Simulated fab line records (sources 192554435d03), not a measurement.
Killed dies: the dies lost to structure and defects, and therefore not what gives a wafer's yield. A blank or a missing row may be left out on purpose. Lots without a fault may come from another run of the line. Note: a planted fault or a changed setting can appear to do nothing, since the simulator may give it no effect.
fab line records / flow n5_finfet
record lots=6 wafers=18 last_day=18
route steps=1938 shown BEOL_M9@1449 PASSIVATION@1936
lots untouched by any fault: they come from a run of this same line in which no faults occurred
start_h: start of the lot's first displayed wafer, in hours after the record's first day / wait_h: time in hours since the lot's previous step / " as in the row above / L1.1+2: a single row standing in for several wafers / - no value, or no start was given / * or withheld: withheld / < > ~ a bound
route shown NAME@n: names a module that has steps shown in the file, with the first one's number in the route / usual: mean/standard deviation taken from wafers without a fault / same: alike in all rows / chamber/n: place in a boat / sites: the reading at each site / _std_site: their standard deviation / _edge_site: the outer-site mean with the inner-site mean subtracted / radius_mm: how far each site lies from the wafer's centre / mask NAME#n: copy n / behind: the tool/chamber that last shaped the wafer / hold: cause of the lot's hold/its duration in hours/its outcome / device: names the non-switching transistor (n, p or np) / end of line: the tests these same wafers got at the end of their route / a step with no rows: only its recipe / killed: the dies lost at the first sort to structure and to defects; this is not the yield of the wafer / map: the dies of a wafer, with x for killed, . for not killed, _ for no die there
set.NAME: the setting as run; set.NAME@STEP: as run at that earlier step / model.NAME: the simulator's own value behind a step, which no gauge read
lots at some steps of the route; a table a step, a row a wafer
services: a tool's chamber out of use, with start hour (start_h, from the record's first day; less than 0 if before it), hours out, and reason
## steps
# step N5_BEOL_M9_OCD_MEAS_38
# usual trench_depth_nm=150.7/2.9
lot.wafer=L881.1 tool=ocd-02 chamber=- start_h=253.16 wait_h=- trench_depth_nm=149.8
lot.wafer=L881.2 tool=ocd-02 chamber=- start_h=253.16 wait_h=- trench_depth_nm=154.6
lot.wafer=L881.5 tool=ocd-02 chamber=- start_h=253.16 wait_h=- trench_depth_nm=153.5
lot.wafer=L884.1 tool=ocd-01 chamber=- start_h=255.00 wait_h=- trench_depth_nm=148.4
lot.wafer=L884.4 tool=ocd-01 chamber=- start_h=255.00 wait_h=- trench_depth_nm=149.4
lot.wafer=L884.5 tool=ocd-01 chamber=- start_h=255.00 wait_h=- trench_depth_nm=156.3
lot.wafer=L887.2 tool=ocd-01 chamber=- start_h=289.97 wait_h=- trench_depth_nm=149.0
lot.wafer=L887.3 tool=ocd-01 chamber=- start_h=289.97 wait_h=- trench_depth_nm=148.7
lot.wafer=L887.5 tool=ocd-01 chamber=- start_h=289.97 wait_h=- trench_depth_nm=148.8
lot.wafer=L889.2 tool=ocd-02 chamber=- start_h=305.19 wait_h=- trench_depth_nm=147.3
lot.wafer=L889.3 tool=ocd-02 chamber=- start_h=305.19 wait_h=- trench_depth_nm=148.2
lot.wafer=L889.6 tool=ocd-02 chamber=- start_h=305.19 wait_h=- trench_depth_nm=147.6
lot.wafer=L897.2 tool=ocd-01 chamber=- start_h=344.82 wait_h=- trench_depth_nm=154.5
lot.wafer=L897.5 tool=ocd-01 chamber=- start_h=344.82 wait_h=- trench_depth_nm=147.9
lot.wafer=L897.6 tool=ocd-01 chamber=- start_h=344.82 wait_h=- trench_depth_nm=151.1
lot.wafer=L899.2 tool=ocd-02 chamber=- start_h=365.20 wait_h=- trench_depth_nm=149.8
lot.wafer=L899.4 tool=ocd-02 chamber=- start_h=365.20 wait_h=- trench_depth_nm=153.2
lot.wafer=L899.6 tool=ocd-02 chamber=- start_h=365.20 wait_h=- trench_depth_nm=148.7
# step N5_BEOL_M9_HM_STRIP_39
# recipe chemistry=peroxide_tin_strip material=TiN target_depth_a=250 temp_c=50 time_s=158
# step N5_BEOL_M9_SRD_40
# recipe time_s=30 temp_c=23 rinse_liquid=diw dry=ipa_marangoni
# step N5_BEOL_M9_PRECLEAN_42
# recipe chemistry=residue_remover time_s=60 temp_c=40
# step N5_BEOL_M9_SRD_43
# recipe time_s=30 temp_c=23 rinse_liquid=diw dry=ipa_marangoni
# step N5_BEOL_M9_CD_MEAS_35
# recipe target_cd_nm=70 target_cd_y_nm=40 polarity=opening
# usual cd_nm=69.9/0.71
lot.wafer=L881.1 tool=cd_sem-03 chamber=- start_h=253.31 wait_h=0.0 cd_nm=70.3
lot.wafer=L881.2 tool=cd_sem-03 chamber=- start_h=253.31 wait_h=0.0 cd_nm=70.6
lot.wafer=L881.5 tool=cd_sem-03 chamber=- start_h=253.31 wait_h=0.0 cd_nm=70.2
lot.wafer=L884.1 tool=cd_sem-01 chamber=- start_h=255.16 wait_h=0.0 cd_nm=69.9
lot.wafer=L884.4 tool=cd_sem-01 chamber=- start_h=255.16 wait_h=0.0 cd_nm=68.4
lot.wafer=L884.5 tool=cd_sem-01 chamber=- start_h=255.16 wait_h=0.0 cd_nm=70.1
lot.wafer=L887.2 tool=cd_sem-01 chamber=- start_h=290.17 wait_h=0.0 cd_nm=70.9
lot.wafer=L887.3 tool=cd_sem-01 chamber=- start_h=290.17 wait_h=0.0 cd_nm=68.8
lot.wafer=L887.5 tool=cd_sem-01 chamber=- start_h=290.17 wait_h=0.0 cd_nm=69.6
lot.wafer=L889.2 tool=cd_sem-01 chamber=- start_h=305.35 wait_h=0.0 cd_nm=69.2
lot.wafer=L889.3 tool=cd_sem-01 chamber=- start_h=305.35 wait_h=0.0 cd_nm=70.0
lot.wafer=L889.6 tool=cd_sem-01 chamber=- start_h=305.35 wait_h=0.0 cd_nm=70.2
lot.wafer=L897.2 tool=cd_sem-01 chamber=- start_h=344.97 wait_h=0.0 cd_nm=69.6
lot.wafer=L897.5 tool=cd_sem-01 chamber=- start_h=344.97 wait_h=0.0 cd_nm=69.8
lot.wafer=L897.6 tool=cd_sem-01 chamber=- start_h=344.97 wait_h=0.0 cd_nm=70.3
lot.wafer=L899.2 tool=cd_sem-01 chamber=- start_h=365.35 wait_h=0.0 cd_nm=70.2
lot.wafer=L899.4 tool=cd_sem-01 chamber=- start_h=365.35 wait_h=0.0 cd_nm=70.3
lot.wafer=L899.6 tool=cd_sem-01 chamber=- start_h=365.35 wait_h=0.0 cd_nm=70.6
# step N5_BEOL_M9_CURE_72
# recipe temp_c=370 time_s=120 ambient=DMADMS/He material=SiCOH_lowk
# usual lamp_power_pct=52.31/0.052 wafer_temp_C_max=371.8/0.69
# same time_s=120
lot.wafer=L881.1 tool=uv_cure-01 chamber=2 start_h=253.35 wait_h=0.0 lamp_power_pct=52.29 wafer_temp_C_max=371.0
lot.wafer=L881.2 tool=uv_cure-01 chamber=2 start_h=253.35 wait_h=0.0 lamp_power_pct=52.37 wafer_temp_C_max=370.7
lot.wafer=L881.5 tool=uv_cure-01 chamber=2 start_h=253.35 wait_h=0.0 lamp_power_pct=52.39 wafer_temp_C_max=370.7
lot.wafer=L884.1 tool=uv_cure-02 chamber=1 start_h=255.20 wait_h=0.0 lamp_power_pct=52.27 wafer_temp_C_max=371.9
lot.wafer=L884.4 tool=uv_cure-02 chamber=1 start_h=255.20 wait_h=0.0 lamp_power_pct=52.31 wafer_temp_C_max=372.0
lot.wafer=L884.5 tool=uv_cure-02 chamber=1 start_h=255.20 wait_h=0.0 lamp_power_pct=52.35 wafer_temp_C_max=372.4
lot.wafer=L887.2 tool=uv_cure-02 chamber=1 start_h=290.27 wait_h=0.1 lamp_power_pct=52.30 wafer_temp_C_max=372.1
lot.wafer=L887.3 tool=uv_cure-02 chamber=1 start_h=290.27 wait_h=0.1 lamp_power_pct=52.34 wafer_temp_C_max=372.0
lot.wafer=L887.5 tool=uv_cure-02 chamber=1 start_h=290.27 wait_h=0.1 lamp_power_pct=52.29 wafer_temp_C_max=372.1
lot.wafer=L889.2 tool=uv_cure-03 chamber=0 start_h=305.44 wait_h=0.1 lamp_power_pct=52.36 wafer_temp_C_max=371.9
lot.wafer=L889.3 tool=uv_cure-03 chamber=0 start_h=305.44 wait_h=0.1 lamp_power_pct=52.29 wafer_temp_C_max=371.3
lot.wafer=L889.6 tool=uv_cure-03 chamber=0 start_h=305.44 wait_h=0.1 lamp_power_pct=52.26 wafer_temp_C_max=371.0
lot.wafer=L897.2 tool=uv_cure-03 chamber=0 start_h=345.06 wait_h=0.1 lamp_power_pct=52.31 wafer_temp_C_max=371.3
lot.wafer=L897.5 tool=uv_cure-03 chamber=0 start_h=345.06 wait_h=0.1 lamp_power_pct=52.36 wafer_temp_C_max=371.6
lot.wafer=L897.6 tool=uv_cure-03 chamber=0 start_h=345.06 wait_h=0.1 lamp_power_pct=52.29 wafer_temp_C_max=371.5
lot.wafer=L899.2 tool=uv_cure-01 chamber=0 start_h=365.44 wait_h=0.1 lamp_power_pct=52.33 wafer_temp_C_max=372.6
lot.wafer=L899.4 tool=uv_cure-01 chamber=0 start_h=365.44 wait_h=0.1 lamp_power_pct=52.36 wafer_temp_C_max=372.5
lot.wafer=L899.6 tool=uv_cure-01 chamber=0 start_h=365.44 wait_h=0.1 lamp_power_pct=52.25 wafer_temp_C_max=373.4
# step N5_BEOL_M9_DEGAS_44
# recipe ambient=vacuum temp_c=250 time_s=60
# usual heater_power_w=331/25
# same time_s=60
lot.wafer=L881.1 tool=pvd_sputter-01 chamber=- start_h=253.98 wait_h=0.6 heater_power_w=287
lot.wafer=L881.2 tool=pvd_sputter-01 chamber=- start_h=253.98 wait_h=0.6 heater_power_w=285
lot.wafer=L881.5 tool=pvd_sputter-01 chamber=- start_h=253.98 wait_h=0.6 heater_power_w=283
lot.wafer=L884.1 tool=pvd_sputter-02 chamber=- start_h=256.69 wait_h=1.4 heater_power_w=347
lot.wafer=L884.4 tool=pvd_sputter-02 chamber=- start_h=256.69 wait_h=1.4 heater_power_w=354
lot.wafer=L884.5 tool=pvd_sputter-02 chamber=- start_h=256.69 wait_h=1.4 heater_power_w=341
lot.wafer=L887.2 tool=pvd_sputter-02 chamber=- start_h=290.84 wait_h=0.5 heater_power_w=344
lot.wafer=L887.3 tool=pvd_sputter-02 chamber=- start_h=290.84 wait_h=0.5 heater_power_w=306
lot.wafer=L887.5 tool=pvd_sputter-02 chamber=- start_h=290.84 wait_h=0.5 heater_power_w=304
lot.wafer=L889.2 tool=pvd_sputter-03 chamber=- start_h=306.06 wait_h=0.6 heater_power_w=358
lot.wafer=L889.3 tool=pvd_sputter-03 chamber=- start_h=306.06 wait_h=0.6 heater_power_w=355
lot.wafer=L889.6 tool=pvd_sputter-03 chamber=- start_h=306.06 wait_h=0.6 heater_power_w=316
lot.wafer=L897.2 tool=pvd_sputter-02 chamber=- start_h=345.67 wait_h=0.6 heater_power_w=344
lot.wafer=L897.5 tool=pvd_sputter-02 chamber=- start_h=345.67 wait_h=0.6 heater_power_w=312
lot.wafer=L897.6 tool=pvd_sputter-02 chamber=- start_h=345.67 wait_h=0.6 heater_power_w=346
lot.wafer=L899.2 tool=pvd_sputter-03 chamber=- start_h=366.62 wait_h=1.1 heater_power_w=357
lot.wafer=L899.4 tool=pvd_sputter-03 chamber=- start_h=366.62 wait_h=1.1 heater_power_w=361
lot.wafer=L899.6 tool=pvd_sputter-03 chamber=- start_h=366.62 wait_h=1.1 heater_power_w=360
# step N5_BEOL_M9_PRE_CLEAN_45
# recipe gas=H2/He time_s=30 temp_c=250
# usual heater_power_w=332/25
# same time_s=30
lot.wafer=L881.1 tool=pvd_sputter-01 chamber=- start_h=254.02 wait_h=0.0 heater_power_w=289
lot.wafer=L881.2 tool=pvd_sputter-01 chamber=- start_h=254.02 wait_h=0.0 heater_power_w=284
lot.wafer=L881.5 tool=pvd_sputter-01 chamber=- start_h=254.02 wait_h=0.0 heater_power_w=281
lot.wafer=L884.1 tool=pvd_sputter-02 chamber=- start_h=256.73 wait_h=0.0 heater_power_w=337
lot.wafer=L884.4 tool=pvd_sputter-02 chamber=- start_h=256.73 wait_h=0.0 heater_power_w=351
lot.wafer=L884.5 tool=pvd_sputter-02 chamber=- start_h=256.73 wait_h=0.0 heater_power_w=335
lot.wafer=L887.2 tool=pvd_sputter-02 chamber=- start_h=290.88 wait_h=0.0 heater_power_w=351
lot.wafer=L887.3 tool=pvd_sputter-02 chamber=- start_h=290.88 wait_h=0.0 heater_power_w=309
lot.wafer=L887.5 tool=pvd_sputter-02 chamber=- start_h=290.88 wait_h=0.0 heater_power_w=316
lot.wafer=L889.2 tool=pvd_sputter-03 chamber=- start_h=306.10 wait_h=0.0 heater_power_w=358
lot.wafer=L889.3 tool=pvd_sputter-03 chamber=- start_h=306.10 wait_h=0.0 heater_power_w=353
lot.wafer=L889.6 tool=pvd_sputter-03 chamber=- start_h=306.10 wait_h=0.0 heater_power_w=323
lot.wafer=L897.2 tool=pvd_sputter-02 chamber=- start_h=345.71 wait_h=0.0 heater_power_w=340
lot.wafer=L897.5 tool=pvd_sputter-02 chamber=- start_h=345.71 wait_h=0.0 heater_power_w=312
lot.wafer=L897.6 tool=pvd_sputter-02 chamber=- start_h=345.71 wait_h=0.0 heater_power_w=345
lot.wafer=L899.2 tool=pvd_sputter-03 chamber=- start_h=366.66 wait_h=0.0 heater_power_w=345
lot.wafer=L899.4 tool=pvd_sputter-03 chamber=- start_h=366.66 wait_h=0.0 heater_power_w=362
lot.wafer=L899.6 tool=pvd_sputter-03 chamber=- start_h=366.66 wait_h=0.0 heater_power_w=352
# step N5_BEOL_M9_ALD_74
# recipe material=TaN target_thk_a=20 temp_c=275 ald_precursor_family=PDMAT ald_co_reactant=NH3 pressure_torr=3 carrier_flow_sccm=1500 pulse_time_s=2 purge_time_s=3 co_reactant_purge_time_s=2 co_reactant_pulse_time_s=3 ald_cycles=40 precursor_vessel_temp_c=75 precursor_vessel_pressure_torr=26.25 precursor_vessel_carrier_sccm=1000
# usual heater_power_w=399/46 mfc_carrier_sccm=1500/4.6 precursor_vessel_carrier_sccm=1000/3.1
lot.wafer=L881.1 tool=ald_metal-03 chamber=3 start_h=254.08 wait_h=0.0 heater_power_w=325 mfc_carrier_sccm=1493 precursor_vessel_carrier_sccm=1001
lot.wafer=L881.2 tool=ald_metal-03 chamber=1 start_h=254.08 wait_h=0.0 heater_power_w=417 mfc_carrier_sccm=1497 precursor_vessel_carrier_sccm=1003
lot.wafer=L881.5 tool=ald_metal-03 chamber=1 start_h=254.08 wait_h=0.0 heater_power_w=413 mfc_carrier_sccm=1501 precursor_vessel_carrier_sccm=1002
lot.wafer=L884.1 tool=ald_metal-03 chamber=3 start_h=256.79 wait_h=0.0 heater_power_w=334 mfc_carrier_sccm=1506 precursor_vessel_carrier_sccm=1002
lot.wafer=L884.4 tool=ald_metal-03 chamber=0 start_h=256.79 wait_h=0.0 heater_power_w=385 mfc_carrier_sccm=1499 precursor_vessel_carrier_sccm=999
lot.wafer=L884.5 tool=ald_metal-03 chamber=1 start_h=256.79 wait_h=0.0 heater_power_w=419 mfc_carrier_sccm=1492 precursor_vessel_carrier_sccm=1002
lot.wafer=L887.2 tool=ald_metal-01 chamber=2 start_h=290.96 wait_h=0.1 heater_power_w=406 mfc_carrier_sccm=1498 precursor_vessel_carrier_sccm=1001
lot.wafer=L887.3 tool=ald_metal-01 chamber=1 start_h=290.96 wait_h=0.1 heater_power_w=445 mfc_carrier_sccm=1496 precursor_vessel_carrier_sccm=1001
lot.wafer=L887.5 tool=ald_metal-01 chamber=1 start_h=290.96 wait_h=0.1 heater_power_w=436 mfc_carrier_sccm=1501 precursor_vessel_carrier_sccm=1003
lot.wafer=L889.2 tool=ald_metal-01 chamber=0 start_h=306.19 wait_h=0.1 heater_power_w=373 mfc_carrier_sccm=1496 precursor_vessel_carrier_sccm=1003
lot.wafer=L889.3 tool=ald_metal-01 chamber=3 start_h=306.19 wait_h=0.1 heater_power_w=377 mfc_carrier_sccm=1498 precursor_vessel_carrier_sccm=1004
lot.wafer=L889.6 tool=ald_metal-01 chamber=3 start_h=306.19 wait_h=0.1 heater_power_w=383 mfc_carrier_sccm=1502 precursor_vessel_carrier_sccm=1002
lot.wafer=L897.2 tool=ald_metal-04 chamber=2 start_h=345.77 wait_h=0.0 heater_power_w=345 mfc_carrier_sccm=1491 precursor_vessel_carrier_sccm=1001
lot.wafer=L897.5 tool=ald_metal-04 chamber=0 start_h=345.77 wait_h=0.0 heater_power_w=448 mfc_carrier_sccm=1496 precursor_vessel_carrier_sccm=1000
lot.wafer=L897.6 tool=ald_metal-04 chamber=3 start_h=345.77 wait_h=0.0 heater_power_w=350 mfc_carrier_sccm=1498 precursor_vessel_carrier_sccm=1003
lot.wafer=L899.2 tool=ald_metal-01 chamber=0 start_h=366.74 wait_h=0.1 heater_power_w=370 mfc_carrier_sccm=1504 precursor_vessel_carrier_sccm=995
lot.wafer=L899.4 tool=ald_metal-01 chamber=1 start_h=366.74 wait_h=0.1 heater_power_w=444 mfc_carrier_sccm=1500 precursor_vessel_carrier_sccm=998
lot.wafer=L899.6 tool=ald_metal-01 chamber=1 start_h=366.74 wait_h=0.1 heater_power_w=433 mfc_carrier_sccm=1503 precursor_vessel_carrier_sccm=995
# step N5_BEOL_M9_SURFACE_TREAT_79
# recipe gas=Ar time_s=* ion_energy_ev=* ion_current_ma_cm2=0.5 pressure_mtorr=* ar_flow_sccm=30
# usual throttle_valve_pct=*
# same time_s=*
lot.wafer=L881.1 tool=pvd_sputter-03 chamber=- start_h=254.36 wait_h=0.2 throttle_valve_pct=*
lot.wafer=L881.2 tool=pvd_sputter-03 chamber=- start_h=254.36 wait_h=0.2 throttle_valve_pct=*
lot.wafer=L881.5 tool=pvd_sputter-03 chamber=- start_h=254.36 wait_h=0.2 throttle_valve_pct=*
lot.wafer=L884.1 tool=pvd_sputter-01 chamber=- start_h=257.08 wait_h=0.2 throttle_valve_pct=*
lot.wafer=L884.4 tool=pvd_sputter-01 chamber=- start_h=257.08 wait_h=0.2 throttle_valve_pct=*
lot.wafer=L884.5 tool=pvd_sputter-01 chamber=- start_h=257.08 wait_h=0.2 throttle_valve_pct=*
lot.wafer=L887.2 tool=pvd_sputter-02 chamber=- start_h=291.52 wait_h=0.4 throttle_valve_pct=*
lot.wafer=L887.3 tool=pvd_sputter-02 chamber=- start_h=291.52 wait_h=0.4 throttle_valve_pct=*
lot.wafer=L887.5 tool=pvd_sputter-02 chamber=- start_h=291.52 wait_h=0.4 throttle_valve_pct=*
lot.wafer=L889.2 tool=pvd_sputter-01 chamber=- start_h=306.47 wait_h=0.2 throttle_valve_pct=*
lot.wafer=L889.3 tool=pvd_sputter-01 chamber=- start_h=306.47 wait_h=0.2 throttle_valve_pct=*
lot.wafer=L889.6 tool=pvd_sputter-01 chamber=- start_h=306.47 wait_h=0.2 throttle_valve_pct=*
lot.wafer=L897.2 tool=pvd_sputter-03 chamber=- start_h=346.19 wait_h=0.3 throttle_valve_pct=*
lot.wafer=L897.5 tool=pvd_sputter-03 chamber=- start_h=346.19 wait_h=0.3 throttle_valve_pct=*
lot.wafer=L897.6 tool=pvd_sputter-03 chamber=- start_h=346.19 wait_h=0.3 throttle_valve_pct=*
lot.wafer=L899.2 tool=pvd_sputter-03 chamber=- start_h=367.06 wait_h=0.2 throttle_valve_pct=*
lot.wafer=L899.4 tool=pvd_sputter-03 chamber=- start_h=367.06 wait_h=0.2 throttle_valve_pct=*
lot.wafer=L899.6 tool=pvd_sputter-03 chamber=- start_h=367.06 wait_h=0.2 throttle_valve_pct=*
# step N5_BEOL_M9_CVD_78
# recipe material=Co target_thk_a=20 temp_c=withheld precursor=CCTBA/H2 pressure_torr=30 time_s=138.9
# step N5_BEOL_M9_SPUTTER_48
# recipe material=Cu target_thk_a=120 temp_c=-20 bias_v=60 power_w=26000 chamber_pressure_pa=0.13 time_s=2
# usual cathode_dc_power_W=26000/4.7 throttle_valve_pct=30.1/1.2
# same time_s=2
lot.wafer=L881.1 tool=pvd_sputter-01 chamber=- start_h=254.56 wait_h=0.1 cathode_dc_power_W=26002 throttle_valve_pct=31.4
lot.wafer=L881.2 tool=pvd_sputter-01 chamber=- start_h=254.56 wait_h=0.1 cathode_dc_power_W=26003 throttle_valve_pct=30.4
lot.wafer=L881.5 tool=pvd_sputter-01 chamber=- start_h=254.56 wait_h=0.1 cathode_dc_power_W=26006 throttle_valve_pct=31.5
lot.wafer=L884.1 tool=pvd_sputter-01 chamber=- start_h=257.30 wait_h=0.1 cathode_dc_power_W=26003 throttle_valve_pct=31.8
lot.wafer=L884.4 tool=pvd_sputter-01 chamber=- start_h=257.30 wait_h=0.1 cathode_dc_power_W=26000 throttle_valve_pct=30.6
lot.wafer=L884.5 tool=pvd_sputter-01 chamber=- start_h=257.30 wait_h=0.1 cathode_dc_power_W=26006 throttle_valve_pct=31.2
lot.wafer=L887.2 tool=pvd_sputter-01 chamber=- start_h=292.23 wait_h=0.4 cathode_dc_power_W=26008 throttle_valve_pct=30.3
lot.wafer=L887.3 tool=pvd_sputter-01 chamber=- start_h=292.23 wait_h=0.4 cathode_dc_power_W=26004 throttle_valve_pct=31.6
lot.wafer=L887.5 tool=pvd_sputter-01 chamber=- start_h=292.23 wait_h=0.4 cathode_dc_power_W=30589 throttle_valve_pct=30.1
lot.wafer=L889.2 tool=pvd_sputter-01 chamber=- start_h=306.75 wait_h=0.1 cathode_dc_power_W=25996 throttle_valve_pct=31.7
lot.wafer=L889.3 tool=pvd_sputter-01 chamber=- start_h=306.75 wait_h=0.1 cathode_dc_power_W=26002 throttle_valve_pct=30.4
lot.wafer=L889.6 tool=pvd_sputter-01 chamber=- start_h=306.75 wait_h=0.1 cathode_dc_power_W=30586 throttle_valve_pct=29.9
lot.wafer=L897.2 tool=pvd_sputter-03 chamber=- start_h=346.43 wait_h=0.1 cathode_dc_power_W=26003 throttle_valve_pct=29.1
lot.wafer=L897.5 tool=pvd_sputter-03 chamber=- start_h=346.43 wait_h=0.1 cathode_dc_power_W=25994 throttle_valve_pct=29.4
lot.wafer=L897.6 tool=pvd_sputter-03 chamber=- start_h=346.43 wait_h=0.1 cathode_dc_power_W=26001 throttle_valve_pct=28.8
lot.wafer=L899.2 tool=pvd_sputter-02 chamber=- start_h=367.24 wait_h=0.1 cathode_dc_power_W=26008 throttle_valve_pct=32.7
lot.wafer=L899.4 tool=pvd_sputter-02 chamber=- start_h=367.24 wait_h=0.1 cathode_dc_power_W=25993 throttle_valve_pct=29.3
lot.wafer=L899.6 tool=pvd_sputter-02 chamber=- start_h=367.24 wait_h=0.1 cathode_dc_power_W=26002 throttle_valve_pct=29.9
# step N5_BEOL_M9_ECD_50
# recipe material=Cu target_thk_a=3180
# step N5_PASSIVATION_PROBE_49
# usual defect_limited_yield=90.9/1.4 killed_at_M0_to_M3=37/12 killed_at_M4_up=14/5.3 killed_at_contacts=12/6.2 killed_at_front_end=41/11 killed_at_other=3.7/2.9 killed_dies=107/17 killed_open=71/12 killed_short=34/7.9 sort_bin_5_function=5.3/0.95 sort_bin_6_memory=3.4/0.7 sort_n_pass=1073/17 sort_yield_pct=90.9/1.5
# same gross_dies=1180 killed_at_back_side=0 sort_bin_4_leakage[%]=0 sort_bin_8_speed[%]=0
lot.wafer=L889.2 tool=prober-01 chamber=- start_h=369.50 wait_h=0.5 defect_limited_yield[%]=90.7 killed_at_M0_to_M3=45 killed_at_M4_up=20 killed_at_contacts=2 killed_at_front_end=39 killed_at_other=4 killed_dies=110 killed_open=71 killed_short=35 sort_bin_5_function[%]=5.1 sort_bin_6_memory[%]=3.8 sort_n_pass=1070 sort_yield_pct[%]=90.7
lot.wafer=L889.3 tool=prober-01 chamber=- start_h=369.55 wait_h=0.5 defect_limited_yield[%]=90.8 killed_at_M0_to_M3=42 killed_at_M4_up=18 killed_at_contacts=6 killed_at_front_end=38 killed_at_other=4 killed_dies=108 killed_open=70 killed_short=33 sort_bin_5_function[%]=5.7 sort_bin_6_memory[%]=3.2 sort_n_pass=1072 sort_yield_pct[%]=90.8
lot.wafer=L889.6 tool=prober-01 chamber=- start_h=369.70 wait_h=0.7 defect_limited_yield[%]=91.1 killed_at_M0_to_M3=30 killed_at_M4_up=24 killed_at_contacts=5 killed_at_front_end=43 killed_at_other=3 killed_dies=105 killed_open=65 killed_short=39 sort_bin_5_function[%]=5.4 sort_bin_6_memory[%]=3.2 sort_n_pass=1075 sort_yield_pct[%]=91.1
lot.wafer=L897.2 tool=prober-01 chamber=- start_h=403.46 wait_h=0.1 defect_limited_yield[%]=90.3 killed_at_M0_to_M3=28 killed_at_M4_up=21 killed_at_contacts=10 killed_at_front_end=54 killed_at_other=1 killed_dies=114 killed_open=70 killed_short=35 sort_bin_5_function[%]=5.3 sort_bin_6_memory[%]=3.5 sort_n_pass=1066 sort_yield_pct[%]=90.3
lot.wafer=L897.5 tool=prober-01 chamber=- start_h=403.61 wait_h=0.2 defect_limited_yield[%]=89.2 killed_at_M0_to_M3=42 killed_at_M4_up=20 killed_at_contacts=11 killed_at_front_end=55 killed_at_other=0 killed_dies=128 killed_open=90 killed_short=38 sort_bin_5_function[%]=6.6 sort_bin_6_memory[%]=3.7 sort_n_pass=1052 sort_yield_pct[%]=89.2
lot.wafer=L897.6 tool=prober-01 chamber=- start_h=403.66 wait_h=0.3 defect_limited_yield[%]=90.3 killed_at_M0_to_M3=32 killed_at_M4_up=12 killed_at_contacts=6 killed_at_front_end=63 killed_at_other=1 killed_dies=114 killed_open=73 killed_short=40 sort_bin_5_function[%]=5.2 sort_bin_6_memory[%]=4.3 sort_n_pass=1066 sort_yield_pct[%]=90.3
# killed by level:class
L889.2 FIN_SAQP:geometric_particle:open=17 BEOL_M0_SAQP:geometric_particle:short=16 BEOL_M0_SAQP:geometric_particle:open=12 BEOL_M4:geometric_particle:open=12 BEOL_M2:geometric_particle:open=8 FIN_SAQP:geometric_particle:short=7 GATE_CUT:geometric_particle:short=4 BEOL_M1:geometric_particle:open=4
L889.3 FIN_SAQP:geometric_particle:open=12 BEOL_M4:geometric_particle:open=10 BEOL_M1:geometric_particle:open=10 BEOL_M0_SAQP:geometric_particle:open=9 FIN_SAQP:geometric_particle:short=8 BEOL_M0_SAQP:geometric_particle:short=7 BEOL_M2:geometric_particle:open=7 STI_FIN_REVEAL:geometric_particle:open=6
L889.6 FIN_SAQP:geometric_particle:short=14 BEOL_M2:geometric_particle:open=11 FIN_SAQP:geometric_particle:open=10 BEOL_M4:geometric_particle:open=9 BEOL_M0_SAQP:geometric_particle:short=8 BEOL_M8:geometric_particle:open=7 STI_FIN_REVEAL:geometric_particle:open=5 MOL_CONTACT_COAG:geometric_particle:open=4
L897.2 FIN_SAQP:geometric_particle:open=19 BEOL_M4:geometric_particle:open=8 FIN_SAQP:geometric_particle:short=7 BEOL_M0_SAQP:geometric_particle:short=7 BEOL_M3:geometric_particle:open=7 MOL_CONTACT_COAG:geometric_particle:open=6 HKMG_FIN:area_etch=6 STI_FIN_REVEAL:geometric_particle:open=4
L897.5 FIN_SAQP:geometric_particle:open=23 FIN_SAQP:geometric_particle:short=12 BEOL_M4:geometric_particle:open=11 MOL_CONTACT_COAG:geometric_particle:open=10 STI_FIN_REVEAL:geometric_particle:open=7 BEOL_M3:geometric_particle:open=7 BEOL_M3:geometric_particle:short=7 BEOL_M2:geometric_particle:open=6
L897.6 FIN_SAQP:geometric_particle:open=20 FIN_SAQP:geometric_particle:short=14 BEOL_M3:geometric_particle:open=8 GATE_CUT:geometric_particle:short=7 STI_FIN_REVEAL:geometric_particle:open=6 GATE_CUT:geometric_particle:open=6 BEOL_M0:geometric_particle:open=6 BEOL_M1:geometric_particle:open=6
## services
tool=pvd_sputter-01 chamber=- start_h=231.67 hours=2.2 kind=repair
tool=pvd_sputter-01 chamber=- start_h=236.50 hours=2.7 kind=repair
tool=ald_metal-01 chamber=1 start_h=243.56 hours=3.8 kind=repair
tool=uv_cure-02 chamber=- start_h=276.46 hours=0.4 kind=repair
tool=ald_metal-04 chamber=- start_h=286.74 hours=4.3 kind=pm
tool=uv_cure-03 chamber=- start_h=294.22 hours=0.6 kind=repair
tool=ald_metal-01 chamber=- start_h=337.40 hours=14.0 kind=pm
tool=ald_metal-01 chamber=0 start_h=337.40 hours=14.0 kind=vent_cycle
tool=ald_metal-01 chamber=1 start_h=337.40 hours=14.0 kind=vent_cycle
tool=ald_metal-01 chamber=2 start_h=337.40 hours=14.0 kind=vent_cycle
tool=ald_metal-01 chamber=3 start_h=337.40 hours=14.0 kind=vent_cycle
tool=pvd_sputter-01 chamber=- start_h=339.12 hours=1.2 kind=repair
tool=ald_metal-04 chamber=0 start_h=350.01 hours=11.8 kind=repair
tool=ald_metal-01 chamber=0 start_h=351.40 hours=- kind=clean
tool=ald_metal-01 chamber=1 start_h=351.40 hours=- kind=clean
tool=ald_metal-01 chamber=2 start_h=351.40 hours=- kind=clean
tool=ald_metal-01 chamber=3 start_h=351.40 hours=- kind=clean
tool=uv_cure-01 chamber=- start_h=352.58 hours=2.1 kind=pm
tool=uv_cure-02 chamber=- start_h=357.13 hours=23.4 kind=repair
## key
first_sign step=N5_BEOL_M9_SPUTTER_48 reading=cathode_dc_power_W direction=up sigmas=99+ usual=* struck=*
effect none on later readings
met_at N5_BEOL_M9_SPUTTER_48
struck_wafers L887.5,L889.6
fault kind=process_parameter_drift tool=pvd_sputter-01 chamber=- onset_h=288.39 steps=N5_BEOL_M9_SPUTTER_48 channel=power_w offset=* shape=step end_h=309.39 acts_in=* stated=* scope=struck_wafers_only
